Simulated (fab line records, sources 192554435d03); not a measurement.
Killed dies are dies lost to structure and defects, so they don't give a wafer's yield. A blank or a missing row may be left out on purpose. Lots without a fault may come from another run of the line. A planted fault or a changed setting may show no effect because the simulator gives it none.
A struck lot beside a sound one | flow n5_finfet | 37 steps out of a route of 1938
Sound: wafers L554.2, L554.4, L554.6. Struck: wafer L538.4. (L538.2, L538.5 of the same lot were not struck and are left out.) The cause comes at the end.
At each step with rows: each side's tool, then ch and its chambers, then its first start. Under that, the readings that differ: sound wafers | struck wafers | difference of the means | sigmas: that difference in standard deviations of wafers without a fault.
alike: readings whose means differ by less than 2 such deviations, and words and numbers that are the same on both sides. not compared: withheld readings, readings that some wafer has no value for, bounds like >300 that may hide the same value, and numbers for which the record gives no deviation and whose values overlap.
The two part at a step that has a row with sigmas, a row that says differs or no value, or rows on one side only. Numbers that don't overlap but have no deviation are shown without sigmas and don't part them. A reading that every wafer of one side lacks parts them only if that side has two wafers or more.

first, 8 steps without rows for these wafers: N5_BEOL_M2_ECD_50 (material Cu, target thk 300 nm); N5_BEOL_M2_ANNEAL_51 (time 90 s); N5_BEOL_M2_CMP_52 (polishes, stops on SiOC, t overpolish 6.8 s, target thk 40 nm); N5_BEOL_M2_PRE_CLEAN_60 (time 15 s); N5_BEOL_M2_CO_CAP_55 (material Co, precursor CCTBA/H2, target thk 2 nm, time 102.1 s); N5_BEOL_M2_PRE_CLEAN_56 (time 15 s); N5_BEOL_M2_DEP_57 (deposits SiCN from 3MS/NH3, target thk 8 nm, time 14 s); N5_BEOL_M3_ILD_DEP_00 (deposits SiOC from DEMS/O2, target thk 79 nm, time 15.3 s).
N5_BEOL_M3_PECVD_72: deposits SiO2 from TEOS/O2, target thk 16 nm, time 18 s.
  sound on pecvd-02 ch 0,1,2, day 13 03:35; struck on pecvd-02 ch 0, day 8 19:30
  reading                                    | sound        | struck | difference | sigmas
  model.SiO2_of_BEOL_M3_PECVD_72.thk_nm (nm) | 15.8 15.8 16 | 25.4   | +9.5       |
  alike: heater_power_w, showerhead_plenum_p_Torr, throttle_valve_pct
then, 25 steps without rows for these wafers: N5_BEOL_M3_HM_DEP_02 (deposits TiN, target thk 20 nm); N5_BEOL_M3_COAT_61 (time 60 s, resist thk 60 nm); N5_BEOL_M3_COAT_62 (time 60 s, resist thk 12 nm); N5_BEOL_M3_COAT_73 (time 60 s, resist thk 5 nm); N5_BEOL_M3_COAT_05 (resist thk 30 nm); N5_BEOL_M3_EBR_07; N5_BEOL_M3_SOFTBAKE_06 (time 60 s); N5_BEOL_M3_EXPOSE_08 (exposes mask M3); N5_BEOL_M3_PEB_09 (peb time 60 s); N5_BEOL_M3_DEVELOP_10 (develop time 30 s); N5_BEOL_M3_DESCUM_16 (chemistry O2, time 7 s); N5_BEOL_M3_ETCH_74 (etches underlayer in N2/H2, target depth 6.5 nm, time 5.2 s); N5_BEOL_M3_ETCH_63 (etches SiARC in CF4, target depth 15.6 nm, time 26 s); N5_BEOL_M3_ETCH_64 (etches SOC in N2/H2, target depth 75 nm, overetch 15 nm, time 112.5 s); N5_BEOL_M3_STRIP_65 (strips in N2/H2); N5_BEOL_M3_STRIP_75 (strips in N2/H2); N5_BEOL_M3_STRIP_66 (strips in CF4); N5_BEOL_M3_HM_OPEN_17 (chemistry Cl2/BCl3, target TiN, target depth 20 nm, overetch 6 nm); N5_BEOL_M3_STRIP_19 (strips in O2); N5_BEOL_M3_COAT_67 (time 60 s, resist thk 60 nm); N5_BEOL_M3_COAT_68 (time 60 s, resist thk 12 nm); N5_BEOL_M3_COAT_76 (time 60 s, resist thk 5 nm); N5_BEOL_M3_COAT_22 (resist thk 30 nm); N5_BEOL_M3_EBR_24; N5_BEOL_M3_SOFTBAKE_23 (time 60 s).
N5_BEOL_M3_HM_STRIP_39: strips TiN in peroxide tin strip, target depth 25 nm, time 158 s.
  sound on wet_bench-05 ch 3,5,7, day 13 15:08; struck on wet_bench-05 ch 7, day 9 00:07
  reading                                    | sound          | struck | difference | sigmas
  model.SiO2_of_BEOL_M3_PECVD_72.thk_nm (nm) | 15.6 15.6 15.8 | 25.2   | +9.5       |
N5_BEOL_M3_CMP_52: polishes, stops on SiOC, t overpolish 6.8 s, target thk 40 nm.
  sound on cmp-02 ch 1,3, day 13 19:00; struck on cmp-03 ch 1, day 9 05:37
  reading                      | sound             | struck | difference | sigmas
  barrier_field_endpoint_s (s) | 23.3 22.8 23.6    | 36.7   | +13.5      | +18
  edge_zone_pressure_frac      | 1.004 1.005 1.001 | 0.989  | -0.014     | -3
  overpolish_run_s (s)         | 6.796 6.816 6.795 | 4.504  | -2.298     | -99 or more
  alike: clearing_platen_down_force_psi, motor_current_A
N5_BEOL_M4_RC_MEAS_101:
  sound on prober-02 ch 0, day 14 09:16; struck on prober-01 ch 0, day 9 22:20
  alike: DIBL_N, DIBL_P, IOFF_N, IOFF_P, ION_N, ION_P, SS_N, SS_P, VT_N, VT_P

WHERE THEY PART
Only at N5_BEOL_M3_CMP_52, within this record. Later steps at which nothing parts them and some readings are alike: N5_BEOL_M4_RC_MEAS_101.

WHY: what the simulator had put in
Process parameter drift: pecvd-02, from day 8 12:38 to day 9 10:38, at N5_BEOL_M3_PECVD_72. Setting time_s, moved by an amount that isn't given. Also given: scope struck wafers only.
